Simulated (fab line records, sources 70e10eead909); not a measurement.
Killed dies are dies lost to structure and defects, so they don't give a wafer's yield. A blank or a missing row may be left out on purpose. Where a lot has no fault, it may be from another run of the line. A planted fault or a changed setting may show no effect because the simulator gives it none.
fab line records	flow nandHarc
[record] lots = 7	wafers = 21	lastDay = 32
route steps=1302 shown A_M1@1172
lots that met no fault: from a run of the same line without faults
startH: start of the lot's first displayed wafer, in hours after the record's first day	waitH: hours elapsed since this lot's preceding step	" same as the row above	L1.1+2: a single row standing in for several wafers	- no value, or no start given	* or withheld: withheld	< > ~ a bound
route shown NAME@n: a module of which the file shows steps, and the number in the route of the first	usual: mean/standard deviation of fault-free wafers	same: alike in all rows	chamber/n: place in a boat	sites: readings site by site	_std_site: standard deviation across them	_edge_site: the outer-site mean with the inner-site mean subtracted	radiusMm: how far each site lies from the wafer's centre	mask NAME#n: copy n	behind: the most recent tool/chamber to have shaped the wafer	hold: what put the lot on hold/how long, in hours/how the hold closed	device: whichever transistor did not switch (one of n, p or np)	end of line: the route-end tests of the same wafers	step lacking rows: just its recipe	killed: count of dies lost to structure and defects at first sort (not the wafer's yield)	map: a wafer's dies, marking killed ones x, the rest . and places with no die _
set.NAME: the run value of the setting; set.NAME@STEP: its run value at that earlier step	model.NAME: the simulator's own value behind a step, which no gauge read
certain route steps with their lots: each step a table, each wafer a row
services: the hour from which a tool's chamber was out of use, counted from the record's first day as startH (under 0 if before that day), plus the number of hours and why
[[steps]]
[step NHARC_A_M1_COAT_34]
[recipe] tempC = 200	timeS = 65
[step NHARC_A_M1_COAT_03]
[recipe] spinRpm = 1500	resistThkNm = 90
[step NHARC_A_M1_SOFTBAKE_04]
[recipe] tempC = 105	timeS = 55
[step NHARC_A_M1_EBR_05]
[step NHARC_A_M1_EXPOSE_06]
[recipe] na = 1.35	targetCdNm = 120	doseMj = 75.13	maskId = A_M1
[step NHARC_A_M1_PEB_07]
[recipe] pebTempC = 100	pebTimeS = 65
[step NHARC_A_M1_DEVELOP_08]
[recipe] developTimeS = 35	devTempC = 23
[step NHARC_A_M1_CD_MEAS_09]
[recipe] targetCdNm = 120	landingEnergyEv = 500
[usual] cdNm = 119.9/0.81
lot.wafer	tool	chamber	startH	waitH	cdNm
L231.1	cdSem-02	0	529.01	-	118.8
L231.3	"	0	"	"	118.8
L231.4	"	0	"	"	118.0
L232.2	cdSem-01	0	561.98	-	119.8
L232.5	"	0	"	"	117.9
L232.6	"	0	"	"	119.3
L235.1	cdSem-01	0	572.12	-	119.7
L235.4	"	0	"	"	120.6
L235.5	"	0	"	"	120.3
L237.3	cdSem-01	0	589.91	-	119.7
L237.4	"	0	"	"	120.3
L237.5	"	0	"	"	120.4
L236.1	cdSem-03	0	590.16	-	120.4
L236.2	"	0	"	"	120.0
L236.3	"	0	"	"	120.7
L246.2	cdSem-01	0	684.99	-	119.0
L246.4	"	0	"	"	119.9
L246.5	"	0	"	"	119.8
L249.1	cdSem-02	0	725.82	-	120.9
L249.3	"	0	"	"	121.2
L249.6	"	0	"	"	120.7
[step NHARC_A_M1_OVL_MEAS_10]
[recipe] pitchNm = 240
[usual] overlayXNm = 0.0/0.75	overlayYNm = -0.1/0.83
lot.wafer	tool	chamber	startH	waitH	overlayXNm	overlayYNm
L231.1	overlay-01	-	529.10	-	-0.3	-1.2
L231.3	"	-	"	"	-0.3	-0.9
L231.4	"	-	"	"	0.0	-0.3
L232.2	overlay-02	-	562.06	-	-0.1	-1.1
L232.5	"	-	"	"	0.1	-0.9
L232.6	"	-	"	"	0.3	-0.9
L235.1	overlay-01	-	572.20	-	0.6	1.0
L235.4	"	-	"	"	-0.3	0.8
L235.5	"	-	"	"	-0.4	1.1
L237.3	overlay-02	-	590.00	-	-0.7	-0.3
L237.4	"	-	"	"	-0.8	-0.1
L237.5	"	-	"	"	-0.5	-0.4
L236.1	overlay-02	-	590.25	-	-2.0	-0.1
L236.2	"	-	"	"	-2.2	-0.2
L236.3	"	-	"	"	-1.8	-0.2
L246.2	overlay-02	-	685.08	-	0.7	-1.0
L246.4	"	-	"	"	0.8	-0.1
L246.5	"	-	"	"	0.2	-0.9
L249.1	overlay-01	-	725.91	-	0.6	-2.4
L249.3	"	-	"	"	0.5	-2.2
L249.6	"	-	"	"	0.8	-2.0
[step NHARC_A_M1_INSPECT_11]
[usual] rawDefectCount = 88/39
lot.wafer	tool	chamber	startH	waitH	rawDefectCount
L231.1	defectInspect-02	-	529.13	0.0	104
L231.3	"	-	"	"	117
L231.4	"	-	"	"	125
L232.2	defectInspect-02	-	562.10	0.0	80
L232.5	"	-	"	"	75
L232.6	"	-	"	"	56
L235.1	defectInspect-02	-	572.24	0.0	140
L235.4	"	-	"	"	117
L235.5	"	-	"	"	139
L237.3	defectInspect-01	-	590.04	0.0	25
L237.4	"	-	"	"	30
L237.5	"	-	"	"	30
L236.1	defectInspect-01	-	590.28	0.0	148
L236.2	"	-	"	"	152
L236.3	"	-	"	"	157
L246.2	defectInspect-01	-	685.11	0.0	149
L246.4	"	-	"	"	153
L246.5	"	-	"	"	147
L249.1	defectInspect-01	-	725.95	0.0	122
L249.3	"	-	"	"	112
L249.6	"	-	"	"	117
[step NHARC_A_M1_DESCUM_14]
[recipe] timeS = 3	o2FlowSccm = 200	arFlowSccm = 0	biasPowerW = 0	chemistry = O2
[usual] drypumpMotorCurrentA = 5.8/0.48	o2FlowSccm = 200.1/0.56	oesProductAu = 1.003/0.012	rfVppV = 57.9/0.77	showerheadPlenumPTorr = 1.94/0.059	throttleValvePct = 11.312/0.0087
[same] timeS = 3
lot.wafer	tool	chamber	startH	waitH	drypumpMotorCurrentA	o2FlowSccm	oesProductAu	rfHoursCounterH	rfVppV	showerheadPlenumPTorr	throttleValvePct
L231.1	rieDiel-06	3	529.20	0.1	6.5	200.2	0.993	2.3	59.1	1.87	11.322
L231.3	"	0	"	"	5.7	200.6	1.004	2.4	58.6	1.97	11.304
L231.4	"	1	"	"	5.1	199.5	0.979	2.4	58.3	1.91	11.309
L232.2	rieDiel-06	2	562.18	0.1	5.7	201.2	0.992	4.3	56.9	2.00	11.303
L232.5	"	3	"	"	6.6	200.4	1.008	-	56.8	1.87	11.304
L232.6	"	0	"	"	5.7	201.5	0.993	-	57.7	1.97	11.303
L235.4	rieDiel-01	2	572.30	0.1	5.8	200.3	1.018	0.0	57.8	1.97	11.310
L235.1	"	3	"	"	5.4	200.6	0.996	0.0	56.9	1.92	11.318
L235.5	"	3	"	"	5.4	199.9	1.000	-	59.9	1.92	11.303
L237.4	rieDiel-01	3	590.10	0.1	5.4	199.4	1.001	0.3	58.6	1.92	11.315
L237.3	"	0	"	"	5.5	198.8	1.023	0.4	56.6	1.78	11.318
L237.5	"	3	"	"	5.4	200.1	0.999	-	57.5	1.92	11.319
L236.2	rieDiel-06	3	590.34	0.1	6.6	200.4	1.017	6.7	59.5	1.87	11.305
L236.1	"	0	"	"	5.7	199.6	1.016	6.8	59.0	1.97	11.312
L236.3	"	2	"	"	5.7	200.3	0.995	6.1	58.3	2.00	11.320
L246.2	rieDiel-06	3	685.18	0.1	6.5	200.3	0.999	0.9	57.4	1.87	11.305
L246.4	"	0	"	"	5.7	200.0	0.995	1.0	58.0	1.96	11.308
L246.5	"	2	"	"	5.7	200.8	0.994	-	57.9	2.00	11.323
L249.1	rieDiel-09	1	726.02	0.1	5.4	200.1	1.008	3.4	57.0	2.03	11.319
L249.3	"	2	"	"	5.1	199.9	1.011	3.5	57.5	1.91	11.329
L249.6	"	0	"	"	5.7	200.9	1.010	-	59.2	2.06	11.325
[step NHARC_A_M1_ETCH_35]
[recipe] targetDepthA = 400	overetchA = 120	timeS = 43.94	ionEnergyEv = 200	n2FlowSccm = 150	h2FlowSccm = 150	arFlowSccm = 0	rfW = 400	biasW = 150	chemistry = N2/H2
[usual] biasW = 150.0/0.44	chamberPressureMTorr = 30.002/0.028	drypumpMotorCurrentA = 5.7/0.48	oesProductAu = 1.002/0.012	rfVppV = 431.3/1.9	showerheadPlenumPTorr = 2.07/0.06	throttleValvePct = 14.170/0.0089
[same] timeS = 43.94
lot.wafer	tool	chamber	startH	waitH	biasW	chamberPressureMTorr	drypumpMotorCurrentA	oesProductAu	rfHoursCounterH	rfVppV	showerheadPlenumPTorr	throttleValvePct
L231.4	rieDiel-06	0	529.29	0.1	150.2	30.009	5.7	1.012	2.4	433.2	2.10	14.178
L231.3	"	1	"	"	150.7	30.012	5.1	0.990	2.4	428.7	2.04	14.173
L231.1	"	2	"	"	150.2	29.986	5.7	1.002	2.2	432.2	2.14	14.162
L232.2	rieDiel-06	2	562.26	0.1	149.0	29.970	5.7	1.002	4.3	433.3	2.14	14.159
L232.6	"	3	"	"	150.6	29.981	6.5	1.012	-	428.6	2.00	14.178
L232.5	"	0	"	"	149.9	30.045	5.7	1.004	-	430.6	2.10	14.182
L235.4	rieDiel-01	3	572.40	0.1	150.3	29.967	5.4	1.001	0.0	431.2	2.04	14.166
L235.1	"	0	"	"	150.0	30.044	5.4	1.018	0.0	426.3	1.90	14.186
L235.5	"	2	"	"	150.1	30.013	5.8	1.017	-	432.9	2.10	14.171
L237.4	rieDiel-01	2	590.19	0.1	150.5	30.007	5.8	1.022	0.4	432.6	2.10	14.176
L237.3	"	3	"	"	150.3	30.038	5.4	1.003	0.3	430.5	2.04	14.176
L237.5	"	2	"	"	149.6	30.009	5.8	1.013	-	433.4	2.10	14.170
L236.1	rieDiel-06	1	590.43	0.1	149.9	29.970	5.1	0.981	6.2	428.5	2.04	14.171
L236.3	"	2	"	"	150.6	29.952	5.7	1.003	6.1	431.8	2.14	14.173
L236.2	"	3	"	"	149.7	29.957	6.6	1.014	6.7	429.3	1.99	14.178
L246.4	rieDiel-06	2	685.27	0.1	149.8	30.027	5.7	1.002	1.2	433.3	2.13	14.181
L246.2	"	3	"	"	149.8	30.022	6.5	1.023	1.0	429.3	1.99	14.172
L246.5	"	0	"	"	149.1	29.962	5.7	0.990	-	433.1	2.10	14.159
L249.3	rieDiel-09	3	726.11	0.1	150.0	29.986	6.2	0.994	3.6	431.0	2.11	14.192
L249.1	"	0	"	"	149.4	29.992	5.7	0.997	3.6	434.7	2.19	14.166
L249.6	"	2	"	"	149.5	29.982	5.1	0.996	-	430.1	2.04	14.166
[step NHARC_A_M1_ETCH_15]
[recipe] targetDepthA = 1825	timeS = 91.2	c4f8FlowSccm = withheld	arFlowSccm = 400	rfW = 600	biasW = 300	chemistry = C4F8/Ar
[usual] biasW = 299.9/0.99	chamberPressureMTorr = 25.002/0.023	oesProductAu = 0.965/0.019	rfVppV = 441.7/2.1	timeS = 91.2/0
lot.wafer	tool	chamber	startH	waitH	biasW	chamberPressureMTorr	oesProductAu	rfHoursCounterH	rfVppV	timeS
L231.3	rieDiel-06	2	529.37	-	300.5	24.992	0.963	2.3	443.0	91.2
L231.4	"	3	"	"	300.8	25.030	0.961	2.3	439.8	91.2
L231.1	"	0	"	"	298.5	24.992	0.983	2.4	443.0	91.2
L232.2	rieDiel-06	2	562.35	-	296.9	25.013	0.934	4.3	443.2	91.2
L232.5	"	0	"	"	298.6	24.978	0.922	-	442.3	91.2
L232.6	"	1	"	"	300.9	25.008	0.922	-	439.4	91.2
L235.4	rieDiel-01	1	572.48	-	-	-	-	-	-	-
L235.1	"	2	"	"	-	-	-	-	-	-
L235.5	"	2	"	"	-	-	-	-	-	-
L237.4	rieDiel-01	0	590.27	-	-	-	-	-	-	-
L237.3	"	2	"	"	-	-	-	-	-	-
L237.5	"	0	"	"	-	-	-	-	-	-
L236.1	rieDiel-06	3	590.52	-	-	-	-	-	-	-
L236.2	"	0	"	"	-	-	-	-	-	-
L236.3	"	1	"	"	-	-	-	-	-	-
L246.2	rieDiel-06	2	685.35	-	298.8	24.986	0.973	1.2	444.3	91.2
L246.4	"	3	"	"	301.0	25.025	0.981	1.0	440.4	91.2
L246.5	"	1	"	"	299.9	24.992	0.972	-	440.4	91.2
L249.1	rieDiel-09	1	726.20	-	299.3	25.022	0.952	3.5	442.5	91.2
L249.3	"	2	"	"	299.0	24.998	0.974	3.5	442.0	91.2
L249.6	"	3	"	"	299.0	24.998	0.960	-	442.9	91.2
[step NHARC_A_M1_CD_MEAS_16]
[usual] cdNm = 119.8/1.1
lot.wafer	tool	chamber	startH	waitH	cdNm
L231.1	cdSem-02	-	529.50	-	117.8
L231.3	"	-	"	"	118.7
L231.4	"	-	"	"	118.3
L232.2	cdSem-03	-	562.48	-	119.6
L232.5	"	-	"	"	117.5
L232.6	"	-	"	"	118.7
L235.1	cdSem-03	-	572.61	-	119.3
L235.4	"	-	"	"	121.1
L235.5	"	-	"	"	120.8
L237.3	cdSem-02	-	590.41	-	121.4
L237.4	"	-	"	"	121.1
L237.5	"	-	"	"	120.7
L236.1	cdSem-01	-	590.65	-	120.0
L236.2	"	-	"	"	120.1
L236.3	"	-	"	"	121.2
L246.2	cdSem-03	-	685.48	-	119.5
L246.4	"	-	"	"	118.9
L246.5	"	-	"	"	120.0
L249.1	cdSem-02	-	726.31	-	120.8
L249.3	"	-	"	"	121.0
L249.6	"	-	"	"	120.2
[[services]]
tool	chamber	startH	hours	kind
rieDiel-06	0	517.95	-	clean
rieDiel-06	1	517.95	-	clean
rieDiel-06	2	517.95	-	clean
rieDiel-06	3	517.95	-	clean
rieDiel-09	2	533.51	3.5	repair
rieDiel-01	0	539.28	3.0	repair
rieDiel-06	0	542.45	-	clean
rieDiel-06	1	542.45	-	clean
rieDiel-06	2	542.45	-	clean
rieDiel-06	3	542.45	-	clean
rieDiel-01	-	557.82	9.0	pm
rieDiel-06	0	566.95	-	clean
rieDiel-06	1	566.95	-	clean
rieDiel-06	2	566.95	-	clean
rieDiel-06	3	566.95	-	clean
rieDiel-06	0	591.45	-	clean
rieDiel-06	1	600.42	3.5	repair
rieDiel-01	2	607.39	15.4	repair
rieDiel-01	3	621.53	10.6	repair
rieDiel-09	2	639.37	20.3	repair
rieDiel-06	-	661.42	9.0	pm
rieDiel-09	-	674.11	9.0	pm
rieDiel-01	-	676.24	4.4	repair
rieDiel-09	-	703.33	0.5	repair
[[key]]
[firstSign] step = NHARC_A_M1_ETCH_15	reading = toolRecord	direction = missing
effect none on later readings
metAt NHARC_A_M1_ETCH_15
struckWafers L235.1,L235.4,L235.5,L236.1,L236.2,L236.3,L237.3,L237.4,L237.5
laterRowsLeftOut L235.1,L235.4,L235.5,L236.1,L236.2,L236.3,L237.3,L237.4,L237.5
sortLeftOut L235.1,L235.4,L235.5,L236.1,L236.2,L236.3,L237.3,L237.4,L237.5
onsetBetween 562.35 572.48
[fault] kind = skippedStepWhole	tool = rieDiel-01,rieDiel-06	chamber = -	onsetH = 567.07	steps = NHARC_A_M1_ETCH_15	scope = struckLotsOnly
// sortLeftOut: the simulated sort isn't trusted on such a fault, so these wafers' sort isn't shown, and their yield isn't known
// laterRowsLeftOut: the simulator's readings of these wafers behind a module that went badly wrong aren't trusted and aren't shown, but for the sort
